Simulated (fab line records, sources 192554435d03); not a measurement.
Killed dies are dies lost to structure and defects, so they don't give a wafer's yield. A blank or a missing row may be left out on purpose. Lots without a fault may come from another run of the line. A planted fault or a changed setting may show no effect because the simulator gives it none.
Split-lot experiment | flow n5_finfet | 7 lots, 39 wafers read, on a route of 1938 steps

THE SPLIT
At N5_BEOL_M7_DEP_56 (deposits SiCN from 3MS/NH3, target thk 10 nm, time 17.5 s), the setting target_thk_a was moved away from the recipe's 100 angstrom on 12 of the 39 wafers read, by -45.6% to +56.2%. The other wafers ran this setting at the recipe's value.

The reading is taken at the split's own step.

THE READING
SiCN_of_BEOL_M7_DEP_56.thk_nm (the simulator's own value, which no gauge read), in nm, at N5_BEOL_M7_DEP_56 (deposits SiCN from 3MS/NH3, target thk 10 nm, time 17.5 s). The file gives no usual value for it. The 27 wafers here that ran the recipe average 10.0 nm, standard deviation 0.13 nm.

wafer  | tool, chamber at the split | target_thk_a as run, angstrom | against the recipe | SiCN_of_BEOL_M7_DEP_56.thk_nm, nm | against lot-mates on the recipe
L080.1 | pecvd-01, 0                | 100                           | recipe             | 10                                | -
L080.2 | pecvd-01, 1                | 100                           | recipe             | 9.8                               | -
L080.3 | pecvd-01, 0                | 100                           | recipe             | 10.2                              | -
L081.1 | pecvd-01, 0,2,1            | 62.71                         | -37.3%             | 6.2                               | -3.7
L081.2 | pecvd-01, 0,2,1            | 62.71                         | -37.3%             | 6.2                               | -3.7
L081.4 | pecvd-01, 0,2,1            | 62.71                         | -37.3%             | 6.2                               | -3.7
L081.3 | pecvd-01, 1                | 100                           | recipe             | 9.8                               | -
L081.5 | pecvd-01, 0,2              | 100                           | recipe             | 10                                | -
L081.6 | pecvd-01, 0,2              | 100                           | recipe             | 10                                | -
L083.1 | pecvd-01, 2                | 100                           | recipe             | 9.8                               | -
L083.2 | pecvd-01, 1,0,0,1,2        | 100                           | recipe             | 10                                | -
L083.3 | pecvd-01, 1,0,0,1,2        | 100                           | recipe             | 10                                | -
L083.4 | pecvd-01, 1,0,0,1,2        | 100                           | recipe             | 10                                | -
L083.5 | pecvd-01, 1,0,0,1,2        | 100                           | recipe             | 10                                | -
L083.6 | pecvd-01, 1,0,0,1,2        | 100                           | recipe             | 10                                | -
L086.1 | pecvd-02, 1                | 100                           | recipe             | 9.8                               | -
L086.2 | pecvd-02, 0                | 54.38                         | -45.6%             | 5.2                               | -4.7
L086.3 | pecvd-02, 2,0              | 100                           | recipe             | 10                                | -
L086.6 | pecvd-02, 2,0              | 100                           | recipe             | 10                                | -
L086.4 | pecvd-02, 1,2              | 54.38                         | -45.6%             | 5.4                               | -4.5
L086.5 | pecvd-02, 1,2              | 54.38                         | -45.6%             | 5.4                               | -4.5
L087.1 | pecvd-01, 1                | 156.2                         | +56.2%             | 15.6                              | +5.5
L087.2 | pecvd-01, 0,2              | 156.2                         | +56.2%             | 15.8                              | +5.7
L087.6 | pecvd-01, 0,2              | 156.2                         | +56.2%             | 15.8                              | +5.7
L087.3 | pecvd-01, 2                | 100                           | recipe             | 10                                | -
L087.4 | pecvd-01, 0,1              | 100                           | recipe             | 10.2                              | -
L087.5 | pecvd-01, 0,1              | 100                           | recipe             | 10.2                              | -
L089.1 | pecvd-04, 2                | 100                           | recipe             | 9.8                               | -
L089.2 | pecvd-04, 0,1,1,2          | 100                           | recipe             | 10                                | -
L089.3 | pecvd-04, 0,1,1,2          | 100                           | recipe             | 10                                | -
L089.4 | pecvd-04, 0,1,1,2          | 100                           | recipe             | 10                                | -
L089.5 | pecvd-04, 0,1,1,2          | 100                           | recipe             | 10                                | -
L089.6 | pecvd-04, 0                | 100                           | recipe             | 10.2                              | -
L090.1 | pecvd-02, 2,0              | 62.97                         | -37.0%             | 6.4                               | -3.5
L090.5 | pecvd-02, 2,0              | 62.97                         | -37.0%             | 6.4                               | -3.5
L090.2 | pecvd-02, 1                | 100                           | recipe             | 9.8                               | -
L090.4 | pecvd-02, 1                | 100                           | recipe             | 9.8                               | -
L090.3 | pecvd-02, 0                | 100                           | recipe             | 10                                | -
L090.6 | pecvd-02, 2                | 62.97                         | -37.0%             | 6                                 | -3.9
Where a row lists several chambers, the file gives one row for several wafers and doesn't say which wafer went through which chamber.

THE FIT
A straight line over all 39 wafers: SiCN_of_BEOL_M7_DEP_56.thk_nm changes by +0.102 nm for each +1% of target_thk_a; r = +1.00; the points scatter about the line by 0.13 nm.
The same after taking each lot's own level away (the mean of its wafers on the recipe; 39 wafers): +0.0996 nm for each +1%; r = +1.00; scatter 0.12 nm.
On that fit, the largest move of target_thk_a shifts the reading by 5.6 nm.
The lots' own levels span 9.87 to 10.13 nm, that is 2.1 times the standard deviation above.
So the lot-to-lot level changes the slope little: the two slopes agree.
Check: with one of the wafers moved furthest among these (+56.2%) left out of the fit, the line predicts +5.63 nm for it against its lot-mates. It came out at +5.47 nm against them.

OTHER SPLITS ON THESE WAFERS
These wafers also went through other splits before the reading. Each is held against what the fit with the lots' levels taken away leaves over:
other split on the same wafers            | wafers away from the commonest value | r with SiCN_of_BEOL_M7_DEP_56.thk_nm (lot level and that fit taken away)
N5_BEOL_M0_TRENCH_ETCH_107 target_depth_a | 18                                   | +0.04
N5_BEOL_M2_ILD_DEP_00 time_s              | 15                                   | +0.13
N5_BEOL_M5_CVD_47 target_thk_a            | 15                                   | -0.04

THE FILE'S OWN FIT
SiCN_of_BEOL_M7_DEP_56.thk_nm changes by +0.0996 nm for each +1% of target_thk_a, r = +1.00.
